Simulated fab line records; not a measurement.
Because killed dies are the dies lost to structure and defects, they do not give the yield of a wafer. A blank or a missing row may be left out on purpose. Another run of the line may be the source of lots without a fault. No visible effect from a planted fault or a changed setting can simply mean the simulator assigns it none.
Chamber matching || flow nandHarc || NHARC_P_M1_DESCUM_14 on rieDiel-13: 4 sister chambers
The step chemistry O2, time 3 s. 4 wafers are shown with their chamber, then 12 later ones without.

EACH WAFER AND ITS CHAMBER
{"wafer": "L081.3", "chamber": 0, "drypumpMotorCurrentA (A)": 6.3}
{"wafer": "L088.3", "chamber": 2, "drypumpMotorCurrentA (A)": 5.4}
{"wafer": "L088.4", "chamber": 1, "drypumpMotorCurrentA (A)": 5.1}
{"wafer": "L088.6", "chamber": 3, "drypumpMotorCurrentA (A)": 5.7}

WAFERS WITH NO CHAMBER GIVEN
{"wafer": "L092.1", "drypumpMotorCurrentA (A)": 5.7}
{"wafer": "L092.3", "drypumpMotorCurrentA (A)": 5.1}
{"wafer": "L092.6", "drypumpMotorCurrentA (A)": 5.1}
{"wafer": "L094.2", "drypumpMotorCurrentA (A)": 6.3}
{"wafer": "L094.3", "drypumpMotorCurrentA (A)": 5.7}
{"wafer": "L094.6", "drypumpMotorCurrentA (A)": 6.3}
{"wafer": "L095.2", "drypumpMotorCurrentA (A)": 5.7}
{"wafer": "L095.3", "drypumpMotorCurrentA (A)": 5.0}
{"wafer": "L095.4", "drypumpMotorCurrentA (A)": 5.4}
{"wafer": "L097.1", "drypumpMotorCurrentA (A)": 6.3}
{"wafer": "L097.5", "drypumpMotorCurrentA (A)": 5.7}
{"wafer": "L097.6", "drypumpMotorCurrentA (A)": 6.3}

CHAMBER TAKEN BY EACH
{"wafer": "L092.1", "from the rows above": 3, "in truth": 3}
{"wafer": "L092.3", "from the rows above": 1, "in truth": 1}
{"wafer": "L092.6", "from the rows above": 1, "in truth": 1}
{"wafer": "L094.2", "from the rows above": 0, "in truth": 0}
{"wafer": "L094.3", "from the rows above": 3, "in truth": 3}
{"wafer": "L094.6", "from the rows above": 0, "in truth": 0}
{"wafer": "L095.2", "from the rows above": 3, "in truth": 3}
{"wafer": "L095.3", "from the rows above": 1, "in truth": 1}
{"wafer": "L095.4", "from the rows above": 2, "in truth": 2}
{"wafer": "L097.1", "from the rows above": 0, "in truth": 0}
{"wafer": "L097.5", "from the rows above": 3, "in truth": 3}
{"wafer": "L097.6", "from the rows above": 0, "in truth": 0}
12 of 12 placed correctly. Can't be placed from these rows: 0. Number placed wrongly: 0.
How it was worked out, from the rows above alone: a wafer's distance from a chamber is the root of the sum, over the readings, of the square of ((its reading less the chamber's mean) divided by the reading's scatter). The wafer belongs to the nearest chamber; if the next one is less than 2 further off, it can't be placed. A chamber's mean is the mean of its shown wafers. The scatter (one wafer shown for each chamber): square how far every hidden wafer sits from the nearest shown wafer, average those squares and take the square root.
